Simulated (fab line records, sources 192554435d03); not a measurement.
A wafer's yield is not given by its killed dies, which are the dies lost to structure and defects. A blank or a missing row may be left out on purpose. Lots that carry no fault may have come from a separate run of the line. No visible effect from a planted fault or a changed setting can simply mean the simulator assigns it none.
Split-lot trial ; flow n5 finfet ; on a route of 1938 steps: 7 lots, 21 wafers read

## ABOUT THE SPLIT
At N5_DUMMY_GATE_COAT_35 (time 60 s, resist thk 10 nm), the setting spin rpm was moved away from the recipe's 1500 rpm on 11 of the 21 wafers read, by -7.4% to +8.6%. This setting was run at the recipe's value on the other wafers.

The reading comes from the split's own step.

## THE READING
SiARC_of_DUMMY_GATE_COAT_35.thk nm (the simulator's own value, which no gauge read), in nm, at N5_DUMMY_GATE_COAT_35 (time 60 s, resist thk 10 nm). The file does not state a usual value for it.

wafer;tool, chamber at the split;spin rpm as run, rpm;against the recipe;SiARC_of_DUMMY_GATE_COAT_35.thk nm, nm;against lot-mates on the recipe
L075.3;litho track-01, 0;1500;recipe;10;-
L075.5;litho track-01, 0;1500;recipe;10;-
L075.6;litho track-01, 0;1389;-7.4%;10.4;+0.4
L077.2;litho track-02, 0;1500;recipe;10;-
L077.6;litho track-02, 0;1500;recipe;10;-
L077.3;litho track-02, 0;1440;-4.0%;10.2;+0.2
L079.1;litho track-04, 0;1500;recipe;10;-
L079.3;litho track-04, 0;1598;+6.5%;9.6;-0.4
L079.6;litho track-04, 0;1598;+6.5%;9.8;-0.2
L085.2;litho track-02, 0;1551;+3.4%;9.8;no lot-mate on the recipe
L085.5;litho track-02, 0;1551;+3.4%;9.8;no lot-mate on the recipe
L085.6;litho track-02, 0;1551;+3.4%;9.8;no lot-mate on the recipe
L089.3;litho track-01, 0;1629;+8.6%;9.6;no lot-mate on the recipe
L089.4;litho track-01, 0;1629;+8.6%;9.6;no lot-mate on the recipe
L089.6;litho track-01, 0;1629;+8.6%;9.6;no lot-mate on the recipe
L091.1;litho track-02, 0;1588;+5.9%;9.6;-0.4
L091.4;litho track-02, 0;1500;recipe;10;-
L091.6;litho track-02, 0;1500;recipe;10;-
L096.1;litho track-04, 0;1500;recipe;10;-
L096.5;litho track-04, 0;1500;recipe;10;-
L096.6;litho track-04, 0;1500;recipe;10;-

THE FIT
A straight line over all 21 wafers: SiARC_of_DUMMY_GATE_COAT_35.thk nm changes by -0.05 nm for each +1% of spin rpm; r = -0.98; the points scatter about the line by 0.045 nm.
The same after taking each lot's own level away (the mean of its wafers on the recipe; 15 wafers): -0.0526 nm for each +1%; r = -0.97; scatter 0.05 nm.
According to that fit, moving spin rpm by its largest amount changes the reading by 0.45 nm.
The lots' own levels span 10.00 to 10.00 nm.
The two slopes are in agreement: the lot-to-lot level therefore moves the slope only a little.
Check: for one of the wafers moved furthest among these (-7.4%), held out of the fit, the line's prediction against its lot-mates is +0.382 nm. Against them it came out at +0.4 nm.

## FURTHER SPLITS ON THESE WAFERS
Other splits were also applied to these wafers ahead of the reading. Each is held against what the fit with the lots' levels taken away leaves over:
other split on the same wafers;wafers away from the commonest value;r with SiARC_of_DUMMY_GATE_COAT_35.thk nm (lot level and that fit taken away)
N5_ZERO_LAYER_COAT_05 spin rpm;7;+0.02
N5_ZERO_LAYER_EXPOSE_08 dose mj;8;+0.18
N5_PMOS_HMC_CHANNEL_EPI_EXPOSE_06 dose mj;5;+0.57
N5_FIN_SAQP_SPACER1_ALD_24 ald cycles;3;+0.00

## FILE'S OWN FIT
SiARC_of_DUMMY_GATE_COAT_35.thk nm changes by -0.0546 nm for each +1% of spin rpm, r = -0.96.
